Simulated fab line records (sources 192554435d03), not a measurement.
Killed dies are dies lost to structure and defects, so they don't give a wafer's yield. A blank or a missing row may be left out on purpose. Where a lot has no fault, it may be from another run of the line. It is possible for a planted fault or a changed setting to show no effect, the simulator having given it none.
Split-lot experiment	flow n5_finfet	39 wafers read from 7 lots, route of 1938 steps

== ON THE SPLIT ==
At N5_MOL_CONTACT_COAG_ALD_27 (deposits SiOC, target thk 17 nm, pulse time 1.5 s, time 2720 s), the setting ald_cycles was moved away from the recipe's 340 on 9 of the 39 wafers read, by -11.2% to +6.2%. For the rest of the wafers, this setting stayed at what the recipe calls for.

The reading is taken at the split's own step.

== THE READING ==
SiOC_of_MOL_CONTACT_COAG_ALD_27.thk_nm (the simulator's own value, which no gauge read), in nm, at N5_MOL_CONTACT_COAG_ALD_27 (deposits SiOC, target thk 17 nm, pulse time 1.5 s, time 2720 s). There is no usual value for it anywhere in the file. The 30 wafers here that ran the recipe average 17.0 nm, standard deviation 0.12 nm.

wafer	tool, chamber at the split	ald_cycles as run	against the recipe	SiOC_of_MOL_CONTACT_COAG_ALD_27.thk_nm, nm	against lot-mates on the recipe
L079.1	ald_sin-03, 0,2	304	-10.6%	15.2	-1.7
L079.2	ald_sin-03, 0,2	304	-10.6%	15.2	-1.7
L079.3	ald_sin-03, 1,0	340	recipe	17	-
L079.4	ald_sin-03, 1,0	340	recipe	17	-
L079.5	ald_sin-03, 1	304	-10.6%	15	-1.9
L079.6	ald_sin-03, 2	340	recipe	16.8	-
L082.1	ald_sin-03, 0,2,0,2	340	recipe	16.8	-
L082.3	ald_sin-03, 0,2,0,2	340	recipe	16.8	-
L082.5	ald_sin-03, 0,2,0,2	340	recipe	16.8	-
L082.6	ald_sin-03, 0,2,0,2	340	recipe	16.8	-
L082.2	ald_sin-03, 3	340	recipe	17	-
L082.4	ald_sin-03, 3	340	recipe	17	-
L086.1	ald_sin-02, 1,0,2,1,0	340	recipe	17	-
L086.2	ald_sin-02, 1,0,2,1,0	340	recipe	17	-
L086.4	ald_sin-02, 1,0,2,1,0	340	recipe	17	-
L086.5	ald_sin-02, 1,0,2,1,0	340	recipe	17	-
L086.6	ald_sin-02, 1,0,2,1,0	340	recipe	17	-
L086.3	ald_sin-02, 3	340	recipe	17.2	-
L089.1	ald_sin-04, 0,3	340	recipe	17	-
L089.3	ald_sin-04, 0,3	340	recipe	17	-
L089.2	ald_sin-04, 2	340	recipe	17.2	-
L089.4	ald_sin-04, 1	361	+6.2%	18	+0.9
L089.6	ald_sin-04, 1	361	+6.2%	18	+0.9
L089.5	ald_sin-04, 2	361	+6.2%	18.2	+1.1
L093.1	ald_sin-02, 2	340	recipe	17.2	-
L093.6	ald_sin-02, 2	340	recipe	17.2	-
L093.2	ald_sin-02, 3,0,1,3	340	recipe	17	-
L093.3	ald_sin-02, 3,0,1,3	340	recipe	17	-
L093.4	ald_sin-02, 3,0,1,3	340	recipe	17	-
L093.5	ald_sin-02, 3,0,1,3	340	recipe	17	-
L096.1	ald_sin-04, 0,2	302	-11.2%	15.2	-1.8
L096.6	ald_sin-04, 0,2	302	-11.2%	15.2	-1.8
L096.2	ald_sin-04, 1,2,1	340	recipe	17	-
L096.3	ald_sin-04, 1,2,1	340	recipe	17	-
L096.5	ald_sin-04, 1,2,1	340	recipe	17	-
L096.4	ald_sin-04, 3	302	-11.2%	15	-2.0
L097.1	ald_sin-02, 0,1	340	recipe	17	-
L097.5	ald_sin-02, 0,1	340	recipe	17	-
L097.4	ald_sin-02, 2	340	recipe	17.2	-
The file does not say which wafer passed through which chamber wherever a row lists several chambers: such a row stands for several wafers.

FIT RESULTS
A straight line over all 39 wafers: SiOC_of_MOL_CONTACT_COAG_ALD_27.thk_nm changes by +0.172 nm for each +1% of ald_cycles; r = +0.99; the points scatter about the line by 0.12 nm.
The same after taking each lot's own level away (the mean of its wafers on the recipe; 39 wafers): +0.167 nm for each +1%; r = +0.99; scatter 0.091 nm.
On that fit, the largest move of ald_cycles shifts the reading by 1.9 nm.
From 16.87 to 17.07 nm: that is the span of the lots' own levels, equal to 1.7 times the standard deviation above.
So the lot-to-lot level changes the slope little: the two slopes agree.
Check: -1.89 nm against its lot-mates is what the line predicts for one of the wafers moved furthest among these (-11.2%) when that wafer is left out of the fit. It came out at -1.8 nm against them.

== THE OTHER SPLITS THESE WAFERS WENT THROUGH ==
Before the reading, these wafers also passed through other splits. Each is held against what the fit with the lots' levels taken away leaves over:
other split on the same wafers	wafers away from the commonest value	r with SiOC_of_MOL_CONTACT_COAG_ALD_27.thk_nm (lot level and that fit taken away)
N5_DUMMY_GATE_EXPOSE_12 dose_mj	12	+0.08
N5_SD_EPI_N_ETCH_16 target_depth_a	18	+0.17
N5_SD_EPI_N_EPI_21 temp_c	9	+0.19
N5_GATE_CUT_CUT_ETCH_53 icp_w	18	-0.23

== THE FILE'S OWN FIT ==
SiOC_of_MOL_CONTACT_COAG_ALD_27.thk_nm changes by +0.168 nm for each +1% of ald_cycles, r = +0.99.
